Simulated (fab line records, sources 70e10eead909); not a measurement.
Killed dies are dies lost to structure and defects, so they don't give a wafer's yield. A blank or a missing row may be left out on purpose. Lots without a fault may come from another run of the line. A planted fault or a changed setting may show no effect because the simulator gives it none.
fab line records | flow nand_harc
record lots=12 wafers=36 last_day=34
route steps=1302 shown A_STAIRCASE@650 END@1302
lots that met no fault: from a run of the same line without faults
start_h: hours from the record's first day to the start of the lot's first wafer shown | wait_h: hours since the lot's step before | " the same as in the row above | L1.1+2: a row that stands for several wafers | - no value, or no start given | * or withheld: withheld | < > ~ a bound
route shown NAME@n: a module of which the file shows steps, and the number in the route of the first | usual: mean/standard deviation of fault-free wafers | same: alike in all rows | chamber/n: place in a boat | sites: the reading at each site | _std_site: their standard deviation | _edge_site: outer sites' mean less inner sites' | radius_mm: how far each site lies from the wafer's centre | mask NAME#n: copy n | behind: the tool/chamber that last shaped the wafer | hold: why the lot was held/for how many hours/how that ended | device: the transistor (n, p or np) that didn't switch | end of line: the same wafers' tests at the end of the route | a step without rows: its recipe alone | killed: dies lost to structure and defects at the first sort, not the wafer's yield | map: a wafer's dies, x killed, . not, _ none there
set.NAME: the setting as run; set.NAME@STEP: as run at that earlier step | model.NAME: the simulator's own value behind a step, which no gauge read
steps of the route over a sample of lots; a table a step, a row a wafer
services: from which hour (start_h, from the record's first day; less than 0 if before it) a tool's chamber was out of use, for how many hours, and why
## steps
# step NHARC_A_STAIRCASE_DESCUM_168
# recipe time_s=3 o2_flow_sccm=200 ar_flow_sccm=0 bias_power_w=0 chemistry=O2
# usual drypump_motor_current_A=5.8/0.36 mfc_ar_sccm=0.007/0.012 oes_product_au=1.000/0.017 rf_vpp_V=57.9/0.85 showerhead_plenum_p_Torr=1.94/0.093 throttle_valve_pct=11.311/0.0099
# columns lot.wafer tool chamber start_h wait_h drypump_motor_current_A mfc_ar_sccm oes_product_au rf_hours_counter_h rf_vpp_V showerhead_plenum_p_Torr throttle_valve_pct
L409.2 rie_diel-10 1 353.69 - 5.2 0 0.995 35 57.1 1.95 11.297
L409.1 " 3 " " 5.9 0 1.010 28 57.0 1.78 11.304
L409.5 " 1 " " 5.2 0 0.989 - 59.3 1.95 11.316
L408.1 rie_diel-10 2 354.02 - 5.7 0.023 1.027 32 58.1 1.90 11.306
L408.3 " 0 " " 5.6 0 1.002 31 56.9 1.90 11.301
L408.6 " 2 " " 5.7 0.023 1.039 - 58.1 1.90 11.318
L412.2 rie_diel-11 3 390.51 - 6.1 0 1.007 44 58.3 1.91 11.321
L412.3 " 0 " " 5.6 0.010 0.983 43 57.6 2.00 11.314
L412.5 " 1 " " 5.5 0.007 0.999 - 58.5 2.06 11.336
L419.3 rie_diel-05 1 470.37 - 6.1 0 0.997 20 59.9 2.03 11.303
L419.4 " 2 " " 6.1 0.044 1.015 20 58.0 1.79 11.301
L419.5 " 0 " " 6.6 0 1.022 - 58.1 1.84 11.334
L421.3 rie_diel-05 1 506.38 - 6.1 0 1.002 26 57.8 2.03 11.312
L421.1 " 3 " " 5.9 0 1.034 18 55.8 1.78 11.307
L421.6 " 1 " " 6.1 0 1.006 - 57.3 2.03 11.331
L423.4 rie_diel-10 0 509.57 - 5.7 0 0.991 29 57.9 1.89 11.316
L423.2 " 1 " " 5.2 0 0.987 17 57.9 1.94 11.317
L423.5 " 3 " " 5.9 0 0.989 - 59.2 2.07 11.307
L425.2 rie_diel-05 2 521.36 - 6.1 0.044 1.008 34 58.1 1.79 11.308
L425.1 " 3 " " 6.0 0 1.019 26 57.8 1.78 11.306
L425.5 " 0 " " 6.6 0 1.032 - 57.8 1.84 11.322
L427.2 rie_diel-11 1 549.29 - 5.5 0.007 0.964 36 57.5 2.05 11.319
L427.1 " 3 " " 6.0 0 1.023 35 58.7 1.90 11.305
L427.6 " 1 " " 5.5 0.007 0.985 - 59.2 2.05 11.321
L428.3 rie_diel-11 3 549.34 - 6.1 0 1.027 35 57.3 1.90 11.306
L428.4 " 0 " " 5.6 0.010 0.982 34 57.3 1.99 11.314
L428.2 " 2 " " 6.1 0.000 0.980 35 59.0 2.03 11.310
L429.2 rie_diel-05 1 567.74 - 6.1 0 1.000 44 57.7 2.02 11.329
L429.1 " 2 " " 6.1 0.044 1.014 48 55.5 1.78 11.315
L429.5 " 2 " " 6.1 0.044 1.013 - 57.6 1.79 11.308
L430.1 rie_diel-10 0 567.92 - 5.6 0 0.993 46 57.6 1.88 11.304
L430.4 " 1 " " 5.2 0 0.988 34 57.2 1.93 11.319
L430.6 " 3 " " 5.9 0 1.009 - 58.8 2.06 11.312
L431.3 rie_diel-11 1 578.71 - 5.4 0.007 0.983 42 58.5 2.04 11.311
L431.1 " 3 " " 6.0 0 1.031 41 57.8 1.89 11.313
L431.5 " 0 " " 5.6 0.010 0.997 - 57.7 1.98 11.308
# step NHARC_A_STAIRCASE_ETCH_15
# recipe target_depth_a=1000 time_s=40.5 ion_energy_ev=400 c4f8_flow_sccm=20 o2_flow_sccm=10 ar_flow_sccm=withheld rf_w=600 bias_w=1000 chemistry=C4F8/O2
# usual oes_product_au=0.945/0.016 rf_vpp_V=897/6.4
# columns lot.wafer tool chamber start_h wait_h oes_product_au rf_hours_counter_h rf_vpp_V
L409.1 rie_diel-05 0 355.98 - 0.936 40 892
L409.2 " 2 " " 0.961 40 890
L409.5 " 1 " " 0.938 - 905
L408.3 rie_diel-11 1 356.34 - 0.959 24 905
L408.1 " 3 " " 0.949 30 895
L408.6 " 0 " " 0.928 - 902
L412.3 rie_diel-11 1 392.80 - 0.952 36 905
L412.2 " 2 " " 0.931 37 903
L412.5 " 1 " " 0.959 - 905
L419.4 rie_diel-05 2 473.67 - 0.818 20 888
L419.3 " 3 " " 0.953 12 887
L419.5 " 1 " " 0.938 - 902
L421.3 rie_diel-11 0 509.80 - 0.928 19 901
L421.1 " 2 " " 0.946 18 903
L421.6 " 0 " " 0.939 - 900
L423.2 rie_diel-11 1 511.79 - 0.925 19 905
L423.4 " 3 " " 0.974 20 897
L423.5 " 2 " " 0.925 - 904
L425.2 rie_diel-11 0 527.59 - 0.930 25 902
L425.1 " 2 " " 0.914 28 903
L425.5 " 1 " " 0.920 - 904
L427.1 rie_diel-11 2 551.62 - 0.947 35 902
L427.2 " 3 " " 0.969 35 896
L427.6 " 2 " " 0.933 - 903
L428.3 rie_diel-05 1 552.35 - 0.929 41 903
L428.2 " 2 " " 0.935 46 887
L428.4 " 0 " " 0.956 43 890
L429.1 rie_diel-05 0 570.07 - 0.971 45 892
L429.2 " 1 " " 0.923 44 904
L429.5 " 0 " " 0.971 - 891
L430.4 rie_diel-11 2 570.22 - 0.953 38 903
L430.1 " 1 " " 0.932 40 905
L430.6 " 2 " " 0.941 - 905
L431.3 rie_diel-10 0 581.16 - 0.922 50 893
L431.1 " 2 " " 0.938 57 895
L431.5 " 0 " " 0.933 - 894
# step NHARC_A_STAIRCASE_ETCH_23
# recipe target_depth_a=1000 time_s=40.5 ion_energy_ev=400 c4f8_flow_sccm=20 o2_flow_sccm=10 ar_flow_sccm=withheld rf_w=600 bias_w=1000 chemistry=C4F8/O2
# usual oes_product_au=0.951/0.023 rf_vpp_V=896/6.4
# columns lot.wafer tool chamber start_h wait_h oes_product_au rf_hours_counter_h rf_vpp_V
L409.2 rie_diel-11 2 - - 0.918 26 905
L409.1 " 3 " " 0.955 31 896
L409.5 " 2 " " 0.920 - 905
L408.1 rie_diel-11 0 - - 0.932 30 901
L408.3 " 1 " " 0.944 25 906
L408.6 " 1 " " 0.945 - 905
L412.3 rie_diel-10 1 - - 0.954 46 899
L412.2 " 2 " " 0.983 44 896
L412.5 " 0 " " 0.963 - 896
L419.3 rie_diel-11 1 - - 0.927 9 905
L419.4 " 2 " " 0.915 10 904
L419.5 " 2 " " 0.920 - 903
L421.3 rie_diel-05 3 - - 0.973 20 889
L421.1 " 0 " " 0.998 27 890
L421.6 " 2 " " 0.962 - 888
L423.4 rie_diel-10 1 - - 0.932 18 898
L423.2 " 2 " " 0.957 33 895
L423.5 " 2 " " 0.943 - 895
L425.1 rie_diel-11 0 - - 0.944 25 900
L425.2 " 2 " " 0.921 28 904
L425.5 " 1 " " 0.933 - 905
L427.2 rie_diel-11 1 - - 0.926 37 904
L427.1 " 3 " " 0.977 36 895
L427.6 " 1 " " 0.925 - 903
L428.2 rie_diel-05 3 - - 0.974 39 887
L428.3 " 0 " " 0.957 43 890
L428.4 " 1 " " 0.944 42 902
L429.1 rie_diel-10 2 - - 0.954 55 893
L429.2 " 3 " " 0.952 55 904
L429.5 " 1 " " 0.975 - 897
L430.1 rie_diel-05 2 - - 0.962 50 888
L430.4 " 1 " " 0.952 46 901
L430.6 " 2 " " 0.951 - 888
L431.3 rie_diel-05 3 - - 1.012 49 887
L431.1 " 0 " " 1.002 51 892
L431.5 " 3 " " 1.007 - 885
# step NHARC_A_STAIRCASE_TRIM_26
# recipe time_s=211.2 o2_flow_sccm=500 ar_flow_sccm=0 bias_w=0 chemistry=O2
# usual drypump_motor_current_A=5.9/0.38 mfc_ar_sccm=0.008/0.014 oes_product_au=1.002/0.017 rf_vpp_V=57.8/0.97 showerhead_plenum_p_Torr=3.54/0.17 throttle_valve_pct=17.036/0.0088
# columns lot.wafer tool chamber start_h wait_h drypump_motor_current_A mfc_ar_sccm oes_product_au rf_hours_counter_h rf_vpp_V showerhead_plenum_p_Torr throttle_valve_pct
L409.1 rie_diel-11 3 - - 6.1 0 1.011 31 58.2 3.53 17.041
L409.2 " 0 " " 5.6 0.010 0.982 30 58.1 3.69 17.050
L409.5 " 1 " " 5.5 0.007 1.003 - 58.3 3.79 17.035
L408.3 rie_diel-11 2 - - 6.1 0.000 0.979 26 60.4 3.76 17.053
L408.1 " 3 " " 6.1 0 1.013 31 58.3 3.53 17.046
L408.6 " 2 " " 6.1 0.000 0.973 - 58.2 3.76 17.033
L412.2 rie_diel-10 1 - - 5.1 0 0.998 46 59.3 3.59 17.021
L412.3 " 3 " " 5.9 0 1.007 40 56.7 3.29 17.051
L412.5 " 1 " " 5.2 0 0.999 - 58.5 3.59 17.038
L419.3 rie_diel-11 1 - - 5.5 0.007 0.960 9 57.8 3.77 17.019
L419.4 " 3 " " 6.0 0 1.024 8 57.7 3.51 17.053
L419.5 " 1 " " 5.5 0.007 0.964 - 59.7 3.77 17.051
L421.1 rie_diel-05 0 - - 6.6 0 1.017 28 57.2 3.40 17.029
L421.3 " 1 " " 6.1 0 0.992 28 56.9 3.73 17.038
L421.6 " 0 " " 6.6 0 1.038 - 57.3 3.40 17.023
L423.4 rie_diel-10 2 - - 5.7 0.023 0.979 33 58.8 3.47 17.030
L423.2 " 0 " " 5.7 0 0.970 30 59.2 3.49 17.026
L423.5 " 3 " " 5.9 0 0.999 - 59.3 3.79 17.038
L425.2 rie_diel-11 1 - - 5.5 0.007 0.982 29 56.9 3.76 17.033
L425.1 " 2 " " 6.2 0.000 0.982 28 59.3 3.73 17.039
L425.5 " 2 " " 6.2 0.000 0.978 - 57.0 3.73 17.035
L427.1 rie_diel-11 2 - - 6.2 0.000 0.983 36 59.7 3.73 17.038
L427.2 " 3 " " 6.0 0 1.029 36 56.8 3.50 17.029
L427.6 " 0 " " 5.7 0.010 0.987 - 58.8 3.65 17.035
L428.3 rie_diel-05 1 - - 6.1 0 1.006 42 59.4 3.72 17.026
L428.2 " 2 " " 6.1 0.044 1.008 46 57.2 3.31 17.037
L428.4 " 0 " " 6.7 0 1.029 43 56.7 3.39 17.025
L429.2 rie_diel-10 2 - - 5.7 0.023 0.991 55 56.1 3.46 17.044
L429.1 " 3 " " 5.9 0 1.015 55 59.5 3.78 17.027
L429.5 " 2 " " 5.7 0.023 1.000 - 56.4 3.46 17.030
L430.4 rie_diel-05 3 - - 5.9 0 1.031 43 57.4 3.29 17.037
L430.1 " 0 " " 6.7 0 1.020 47 58.4 3.39 17.056
L430.6 " 3 " " 6.0 0 1.036 - 57.8 3.29 17.043
L431.1 rie_diel-05 1 - - 6.1 0 1.000 50 58.9 3.71 17.031
L431.3 " 2 " " 6.2 0.044 1.020 56 56.6 3.30 17.037
L431.5 " 1 " " 6.1 0 0.990 - 58.8 3.71 17.038
# step NHARC_END_SORT_01
# recipe temp_c=25
# usual killed_at_array=56/17 killed_at_other=0.9/1.2 killed_at_periphery=3.9/2.5 killed_dies=61/17 killed_open=3.2/1.8 killed_short=2.7/1.7
# same gross_dies=677
# columns lot.wafer tool chamber start_h wait_h killed_at_array killed_at_other killed_at_periphery killed_dies killed_open killed_short
L419.3 prober-01 0 681.96 3.1 48 0 2 50 3 6
L419.4 prober-01 0 682.77 3.4 243 1 7 251 4 3
L419.5 prober-01 0 683.57 3.7 43 0 9 52 3 0
# killed by level:class
L419.3 A_SLIT:chamber_film_flake=17 A_CHANNEL_HOLE_D2:chamber_film_flake=14 A_CONTACT:chamber_film_flake=4 A_CHANNEL_HOLE_D1:chamber_film_flake=3 A_CHANNEL_FILL_D1:geometric_particle:short=2 A_CHANNEL_HOLE_D1:geometric_particle:open=1 A_ONON_D2:geometric_particle:open=1 A_CHANNEL_HOLE_D2:geometric_particle:short=1
L419.4 A_STAIRCASE:area_etch=182 A_SLIT:chamber_film_flake=32 A_CHANNEL_HOLE_D2:chamber_film_flake=11 A_CONTACT:chamber_film_flake=7 A_CHANNEL_HOLE_D1:chamber_film_flake=4 P_STI:chamber_film_flake=3 P_M0:geometric_particle:open=2 P_GATE:geometric_particle:open=1
L419.5 A_SLIT:chamber_film_flake=18 A_CHANNEL_HOLE_D2:chamber_film_flake=16 P_STI:chamber_film_flake=6 A_CHANNEL_HOLE_D1:chamber_film_flake=5 P_M0:geometric_particle:open=1 A_DECK1_JOINT:geometric_particle:open=1 A_CONTACT:geometric_particle:open=1 P_ZERO_WELL:chamber_film_flake=1
## services
# columns tool chamber start_h hours kind
rie_diel-11 0 338.63 - clean
rie_diel-11 1 338.63 - clean
rie_diel-11 2 338.63 - clean
rie_diel-11 3 338.63 - clean
rie_diel-11 0 363.42 - clean
rie_diel-11 1 363.42 - clean
rie_diel-11 2 363.42 - clean
rie_diel-11 3 363.42 - clean
rie_diel-11 0 388.41 - clean
rie_diel-11 1 388.41 - clean
rie_diel-11 2 388.41 - clean
rie_diel-11 3 388.41 - clean
rie_diel-05 - 408.41 9.0 pm
rie_diel-11 0 412.96 - clean
rie_diel-11 1 412.96 - clean
rie_diel-11 2 412.96 - clean
rie_diel-11 3 412.96 - clean
rie_diel-11 - 416.68 0.2 repair
rie_diel-10 - 419.84 9.0 pm
rie_diel-10 1 432.20 13.8 repair
rie_diel-11 - 432.57 9.0 pm
rie_diel-11 0 432.57 9.0 vent_cycle
rie_diel-11 1 432.57 9.0 vent_cycle
rie_diel-11 0 520.39 3.2 repair
## key
first_sign step=NHARC_A_STAIRCASE_ETCH_15 reading=oes_product_au direction=down sigmas=7.8 usual=0.945 struck=0.818
effect step=NHARC_END_SORT_01 reading=killed_dies direction=up sigmas=11 usual=61 struck=251
more_kills_born_at NHARC_A_STAIRCASE_ETCH_15@rie_diel-05=182
met_at NHARC_A_STAIRCASE_ETCH_15
struck_lots L419
struck_wafers L419.4
tester_left_out L419
not_acting_at NHARC_A_STAIRCASE_DESCUM_168,NHARC_A_STAIRCASE_ETCH_23,NHARC_A_STAIRCASE_TRIM_26
onset_between 355.98 473.67
fault kind=process_parameter_drift tool=rie_diel-05 chamber=2 onset_h=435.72 steps=NHARC_A_STAIRCASE_ETCH_15 channel=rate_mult offset=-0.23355 shape=step end_h=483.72
# tester_left_out: of these lots the tester's yield and bins aren't shown, on N5 and GAA mostly nor the transistor test; their killed dies are dies lost to structure and defects alone, not to doping, threshold or leakage, so they don't give the yield
